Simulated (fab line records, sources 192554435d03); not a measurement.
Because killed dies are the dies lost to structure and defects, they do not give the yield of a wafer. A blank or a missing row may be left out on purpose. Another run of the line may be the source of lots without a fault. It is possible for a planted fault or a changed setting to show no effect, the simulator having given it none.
Which tool was responsible? ; flow n5_finfet ; Sampling: 24 lots, 72 wafers, 4 of 1938 route steps

WHAT THE GAUGES SHOWED, per wafer
N5_BEOL_M12_RS_MEAS_54: measurement is done with a four-point probe. Usual: M12_RS typically reads 0.0600 ohm/sq, with standard deviation 0.001.
lot;measured;on;M12_RS (ohm/sq);flag
L074;day 10 14:53;film_metro-02;0.0603 0.0600 0.0606;
L076;day 10 20:01;film_metro-01;0.0605 0.0588 0.0603;
L075;day 10 23:27;film_metro-02;0.0611 0.0612 0.0595;
L077;day 11 03:09;film_metro-01;0.0604 0.0609 0.0611;
L078;day 11 22:53;film_metro-02;0.0604 0.0590 0.0608;
L079;day 12 09:27;film_metro-02;0.0617 0.0590 0.0620;
L080;day 12 12:15;film_metro-02;0.0599 0.0613 0.0606;
L081;day 12 15:59;film_metro-01;0.0610 0.0612 0.0597;
L084;day 13 04:59;film_metro-02;0.0588 0.0612 0.0617;
L082;day 13 08:51;film_metro-01;0.0586 0.0614 0.0603;
L083;day 13 09:29;film_metro-01;0.0618 0.0602 0.0610;
L085;day 13 20:47;film_metro-02;0.0583 0.0596 0.0617;
L087;day 14 03:16;film_metro-01;0.0591 0.0612 0.0598;
L089;day 14 12:20;film_metro-02;0.0604 0.0595 0.0599;
L086;day 14 15:59;film_metro-02;0.0590 0.0596 0.0612;
L088;day 15 03:16;film_metro-01;0.0596 0.0599 0.0585;
L090;day 15 06:28;film_metro-01;0.0598 0.0591 0.0583;
L092;day 15 10:10;film_metro-01;0.0587 0.0589 0.0592;
L091;day 15 11:51;film_metro-02;0.0607 0.0585 0.0614;
L093;day 16 10:28;film_metro-02;0.0587 0.0585 0.0594;
L094;day 16 13:35;film_metro-01;0.0589 0.0588 0.0587;
L097;day 16 15:23;film_metro-01;0.0591 0.0585 0.0614;
L095;day 16 19:06;film_metro-02;0.0591 0.0590 0.0606;
L096;day 16 21:55;film_metro-02;0.0604 0.0595 0.0605;

N5_BEOL_M13_THK_MEAS_01. Usual: M13_ILD_THK typically reads 839 nm, with standard deviation 11.
lot;measured;on;M13_ILD_THK (nm);flag
L074;day 10 15:10;film_metro-02;828 831 850;
L076;day 10 20:14;film_metro-02;830 828 827;
L075;day 10 23:40;film_metro-01;839 835 846;
L077;day 11 03:22;film_metro-01;823 834 843;
L078;day 11 23:06;film_metro-02;824 837 847;
L079;day 12 09:40;film_metro-02;825 843 846;
L080;day 12 12:28;film_metro-01;847 849 840;
L081;day 12 16:13;film_metro-02;831 836 855;
L084;day 13 05:12;film_metro-01;842 825 843;
L082;day 13 09:04;film_metro-01;831 829 840;
L083;day 13 09:41;film_metro-01;830 864 863;
L085;day 13 20:59;film_metro-01;832 832 834;
L087;day 14 03:29;film_metro-01;838 864 851;
L089;day 14 12:32;film_metro-01;824 822 854;
L086;day 14 16:15;film_metro-01;831 825 859;
L088;day 15 03:29;film_metro-01;836 855 857;
L090;day 15 06:44;film_metro-02;832 825 855;
L092;day 15 10:22;film_metro-02;840 849 844;
L091;day 15 12:04;film_metro-02;828 833 835;
L093;day 16 10:41;film_metro-01;826 855 856;
L094;day 16 13:49;film_metro-01;836 824 848;
L097;day 16 15:36;film_metro-01;831 835 819;
L095;day 16 19:19;film_metro-02;831 848 837;
L096;day 16 22:08;film_metro-02;828 834 841;

TOOL THAT RAN EACH LOT (tool first, then ch and the chambers of the sampled wafers, then the start)
lot;N5_BEOL_M12_SPUTTER_45;N5_BEOL_M13_ILD_DEP_00
L074;pvd_sputter-02, day 10 13:37;pecvd-03 ch 0,1, day 10 14:57
L076;pvd_sputter-02, day 10 18:51;pecvd-04 ch 0,1,2, day 10 20:05
L075;pvd_sputter-01, day 10 22:28;pecvd-04 ch 0,1,2, day 10 23:31
L077;pvd_sputter-02, day 11 01:58;pecvd-04 ch 1,2, day 11 03:13
L078;pvd_sputter-01, day 11 21:53;pecvd-04 ch 0,2, day 11 22:57
L079;pvd_sputter-02, day 12 08:26;pecvd-04 ch 0,1,2, day 12 09:31
L080;pvd_sputter-01, day 12 11:16;pecvd-04 ch 0,1,2, day 12 12:22
L081;pvd_sputter-02, day 12 15:01;pecvd-02 ch 0,1, day 12 16:04
L084;pvd_sputter-03, day 13 04:00;pecvd-04 ch 0,1,2, day 13 05:03
L082;pvd_sputter-01, day 13 07:48;pecvd-02 ch 0,1, day 13 08:55
L083;pvd_sputter-01, day 13 08:30;pecvd-03 ch 0,1,2, day 13 09:32
L085;pvd_sputter-01, day 13 19:48;pecvd-04 ch 0,1,2, day 13 20:50
L087;pvd_sputter-03, day 14 01:41;pecvd-03 ch 0,1,2, day 14 03:20
L089;pvd_sputter-02, day 14 11:02;pecvd-03 ch 0,1,2, day 14 12:23
L086;pvd_sputter-01, day 14 15:00;pecvd-03 ch 0,2, day 14 16:02
L088;pvd_sputter-03, day 15 02:17;pecvd-02 ch 0,2, day 15 03:20
L090;pvd_sputter-02, day 15 05:29;pecvd-03 ch 0,2, day 15 06:35
L092;pvd_sputter-02, day 15 09:09;pecvd-04 ch 1,2, day 15 10:13
L091;pvd_sputter-02, day 15 10:13;pecvd-04 ch 0,2, day 15 11:55
L093;pvd_sputter-03, day 16 09:29;pecvd-04 ch 0,1,2, day 16 10:32
L094;pvd_sputter-03, day 16 12:37;pecvd-03 ch 1,2, day 16 13:40
L097;pvd_sputter-02, day 16 14:22;pecvd-03 ch 0,1,2, day 16 15:27
L095;pvd_sputter-01, day 16 17:57;pecvd-02 ch 0,2, day 16 19:10
L096;pvd_sputter-01, day 16 20:57;pecvd-04 ch 0,1,2, day 16 21:59
- N5_BEOL_M12_SPUTTER_45: material Cu, target thk 80 nm, time 13.33 s.
- N5_BEOL_M13_ILD_DEP_00: deposits SiOC from DEMS/O2, target thk 837.92 nm, time 166.4 s.

WHAT THE TOOLS THEMSELVES READ (means of the sampled wafers that have a number; where no wafer has one, the mark that the record gives instead)
N5_BEOL_M12_SPUTTER_45. Usual: bias_v 60.0 V, standard deviation 0.64; substrate_temp_c -20.01 C, standard deviation 0.097; susceptor_temp_C -19.99 C, standard deviation 0.11; throttle_valve_pct 29.8 %, standard deviation 1.
lot;tool;bias_v (V);substrate_temp_c (C);susceptor_temp_C (C);throttle_valve_pct (%);flag
L074;pvd_sputter-02;59.8;-19.97;-20.09;29.4;
L076;pvd_sputter-02;60.2;-20.12;-20.09;28.5;
L075;pvd_sputter-01;59.4;-19.96;-20.04;30.1;
L077;pvd_sputter-02;60.8;-19.96;-20.10;28.9;
L078;pvd_sputter-01;59.5;-20.03;-20.03;30.0;
L079;pvd_sputter-02;60.0;-20.03;-19.98;29.2;
L080;pvd_sputter-01;59.1;-19.98;-19.98;29.9;
L081;pvd_sputter-02;59.8;-19.96;-19.94;29.8;
L084;pvd_sputter-03;59.5;-20.10;-20.02;30.7;
L082;pvd_sputter-01;60.1;-20.06;-19.84;30.1;
L083;pvd_sputter-01;59.7;-19.85;-19.90;30.3;
L085;pvd_sputter-01;61.1;-20.00;-20.05;29.8;
L087;pvd_sputter-03;59.5;-19.97;-19.93;30.0;
L089;pvd_sputter-02;59.6;-20.06;-19.93;29.3;
L086;pvd_sputter-01;60.1;-20.06;-19.95;30.0;
L088;pvd_sputter-03;59.4;-20.04;-19.93;30.4;
L090;pvd_sputter-02;59.8;-19.90;-19.83;28.7;
L092;pvd_sputter-02;59.8;-20.04;-20.05;29.0;
L091;pvd_sputter-02;60.4;-19.99;-20.02;29.1;
L093;pvd_sputter-03;60.5;-19.95;-19.95;30.5;
L094;pvd_sputter-03;60.1;-20.03;-19.96;30.9;
L097;pvd_sputter-02;60.3;-19.97;-19.99;29.0;
L095;pvd_sputter-01;59.7;-19.99;-20.03;30.2;
L096;pvd_sputter-01;59.7;-20.00;-20.04;30.5;

N5_BEOL_M13_ILD_DEP_00. Usual: heater_power_w 456 W, standard deviation 110; showerhead_plenum_p_Torr 5.691 Torr, standard deviation 0.023; susceptor_temp_C 350.00 C, standard deviation 0.19; throttle_valve_pct 11.6 %, standard deviation 0.54.
lot;tool;heater_power_w (W);showerhead_plenum_p_Torr (Torr);susceptor_temp_C (C);throttle_valve_pct (%);flag
L074;pecvd-03;519;5.708;349.90;12.0;
L076;pecvd-04;389;5.685;349.94;11.8;
L075;pecvd-04;411;5.670;349.93;11.5;
L077;pecvd-04;411;5.654;349.92;11.5;
L078;pecvd-04;335;5.685;350.05;11.5;
L079;pecvd-04;395;5.696;350.03;11.4;
L080;pecvd-04;408;5.685;350.05;11.5;
L081;pecvd-02;425;5.711;350.09;12.0;
L084;pecvd-04;414;5.686;349.91;11.7;
L082;pecvd-02;390;5.697;349.96;12.0;
L083;pecvd-03;543;5.686;349.90;11.6;
L085;pecvd-04;356;5.687;350.06;11.6;
L087;pecvd-03;534;5.700;349.88;11.5;
L089;pecvd-03;557;5.690;349.95;11.6;
L086;pecvd-03;470;5.709;349.80;11.4;
L088;pecvd-02;531;5.697;350.08;11.1;
L090;pecvd-03;486;5.699;350.24;11.1;
L092;pecvd-04;517;5.681;349.86;11.9;
L091;pecvd-04;298;5.684;350.23;11.4;
L093;pecvd-04;388;5.690;349.98;11.6;
L094;pecvd-03;541;5.691;349.97;11.2;
L097;pecvd-03;544;5.690;350.04;11.7;
L095;pecvd-02;420;5.705;349.94;11.6;
L096;pecvd-04;407;5.682;349.93;11.6;

THE ANSWER, worked out from the rows above alone
Rule: a lot is off if the mean of its wafers that have a number lies more than 3 standard deviations from the usual mean. A lot without any number at a reading at which 4 lots or more have one is off too. The other lots that the step has rows for count as sound. After the gauges, taken in route order, come the tools' own readings; for these a lot's mean is taken, as printed above. At the first step where some lot is off, the reading lying furthest off is the one used; lots without a number count as furthest.
None of the lots is off at any reading shown; this tells nothing.

WHAT THE SIMULATOR HAD PUT IN
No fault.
